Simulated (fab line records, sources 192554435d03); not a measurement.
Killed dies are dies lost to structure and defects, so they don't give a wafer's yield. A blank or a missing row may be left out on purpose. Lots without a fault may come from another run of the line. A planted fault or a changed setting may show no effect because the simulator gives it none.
Split-lot experiment | flow n5_finfet | 7 lots, 21 wafers read, on a route of 1938 steps

THE SPLIT
At N5_DUMMY_GATE_EXPOSE_12 (exposes mask GATE, target cd 25 nm), the setting dose_mj was moved away from the recipe's 34 on 8 of the 21 wafers read, by -7.3% to +4.4%. The other wafers ran this setting at the recipe's value.

FROM THE SPLIT TO THE READING: what the file shows between them, 13 steps
- N5_DUMMY_GATE_PEB_13: peb time 60 s
- N5_DUMMY_GATE_DEVELOP_14: develop time 30 s
- N5_DUMMY_GATE_CD_MEAS_15: target cd 25.8 nm
- N5_DUMMY_GATE_STRIP_38: strips in N2/H2
- N5_DUMMY_GATE_STRIP_39: strips in N2/H2
- N5_DUMMY_GATE_TRIM_49: chemistry O2, time 29 s, target cd 14 nm
- N5_DUMMY_GATE_STRIP_40: strips in CF4
- N5_DUMMY_GATE_CD_MEAS_50: target cd 14 nm
- N5_DUMMY_GATE_ETCH_31: etches SiO2 in C4F6/O2, target depth 82.5 nm, time 27.5 s
- N5_DUMMY_GATE_STRIP_41: strips in O2
- N5_DUMMY_GATE_ETCH_32: etches SiO2 in CF4, target depth 3.5 nm, time 3.9 s
- N5_DUMMY_GATE_ETCH_23: etches poly-Si in HBr/Cl2/O2, target depth 41 nm, time 22.3 s
- N5_DUMMY_GATE_ETCH_44: etches poly-Si in HBr/O2, stops on SiO2, target depth 127.5 nm

THE READING
cd_nm, in nm, at N5_DUMMY_GATE_CD_MEAS_24 (target cd 15 nm). Fault-free wafers of this fab line usually give 15.1 nm, standard deviation 0.32 nm.

wafer  | tool, chamber at the split | dose_mj as run | against the recipe | cd_nm, nm | against lot-mates on the recipe
L074.1 | euv_scanner-02, 0          | 31.52          | -7.3%              | 16.5      | +1.7
L074.2 | euv_scanner-02, 0          | 31.52          | -7.3%              | 16.3      | +1.5
L074.5 | euv_scanner-02, 0          | 34             | recipe             | 14.8      | -
L079.1 | euv_scanner-02, 0          | 34             | recipe             | 15.3      | -
L079.2 | euv_scanner-02, 0          | 34             | recipe             | 14.9      | -
L079.5 | euv_scanner-02, 0          | 32.72          | -3.8%              | 16.1      | +1.0
L081.2 | euv_scanner-02, 0          | 34             | recipe             | 14.7      | -
L081.4 | euv_scanner-02, 0          | 32.63          | -4.0%              | 15.6      | +0.9
L081.5 | euv_scanner-02, 0          | 32.63          | -4.0%              | 15.9      | +1.2
L083.4 | euv_scanner-02, 0          | 34             | recipe             | 15.1      | -
L083.5 | euv_scanner-02, 0          | 34             | recipe             | 15.1      | -
L083.6 | euv_scanner-02, 0          | 34             | recipe             | 15.2      | -
L092.1 | euv_scanner-02, 0          | 35.49          | +4.4%              | 14.0      | -1.3
L092.4 | euv_scanner-02, 0          | 34             | recipe             | 15.3      | -
L092.6 | euv_scanner-02, 0          | 35.49          | +4.4%              | 14.1      | -1.2
L094.2 | euv_scanner-02, 0          | 34             | recipe             | 14.9      | -
L094.3 | euv_scanner-02, 0          | 32.24          | -5.2%              | 16.3      | +1.2
L094.4 | euv_scanner-02, 0          | 34             | recipe             | 15.3      | -
L095.1 | euv_scanner-01, 0          | 34             | recipe             | 15.0      | -
L095.2 | euv_scanner-01, 0          | 34             | recipe             | 14.4      | -
L095.6 | euv_scanner-01, 0          | 34             | recipe             | 14.5      | -

THE FIT
A straight line over all 21 wafers: cd_nm changes by -0.212 nm for each +1% of dose_mj; r = -0.93; the points scatter about the line by 0.27 nm.
The same after taking each lot's own level away (the mean of its wafers on the recipe; 21 wafers): -0.245 nm for each +1%; r = -0.98; scatter 0.17 nm.
On that fit, the largest move of dose_mj shifts the reading by 1.8 nm.
The lots' own levels span 14.63 to 15.30 nm, that is 2.1 times the standard deviation above.
So the lot-to-lot level changes the slope: the two fits differ.
Check: with one of the wafers moved furthest among these (-7.3%) left out of the fit, the line predicts +1.77 nm for it against its lot-mates. It came out at +1.7 nm against them.

THE WHOLE CHAIN: every reading that the file lists as answering this split, in the file's order
step                     | what it does                                                   | reading                                                           | change (the file's fit)               | r (the file's)
N5_DUMMY_GATE_CD_MEAS_15 | target cd 25.8 nm                                              | cd_nm                                                             | -0.206 nm for each +1% of the setting | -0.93
N5_DUMMY_GATE_TRIM_49    | chemistry O2, time 29 s, target cd 14 nm                       | DUMMY_GATE.cd_nm (the simulator's own value, which no gauge read) | -0.216 nm for each +1% of the setting | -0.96
N5_DUMMY_GATE_CD_MEAS_50 | target cd 14 nm                                                | cd_nm                                                             | -0.203 nm for each +1% of the setting | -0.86
N5_DUMMY_GATE_ETCH_44    | etches poly-Si in HBr/O2, stops on SiO2, target depth 127.5 nm | DUMMY_GATE.cd_nm (the simulator's own value, which no gauge read) | -0.227 nm for each +1% of the setting | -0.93
N5_DUMMY_GATE_CD_MEAS_24 | target cd 15 nm                                                | cd_nm                                                             | -0.239 nm for each +1% of the setting | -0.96

THE FILE'S OWN FIT
cd_nm changes by -0.239 nm for each +1% of dose_mj, r = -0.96.
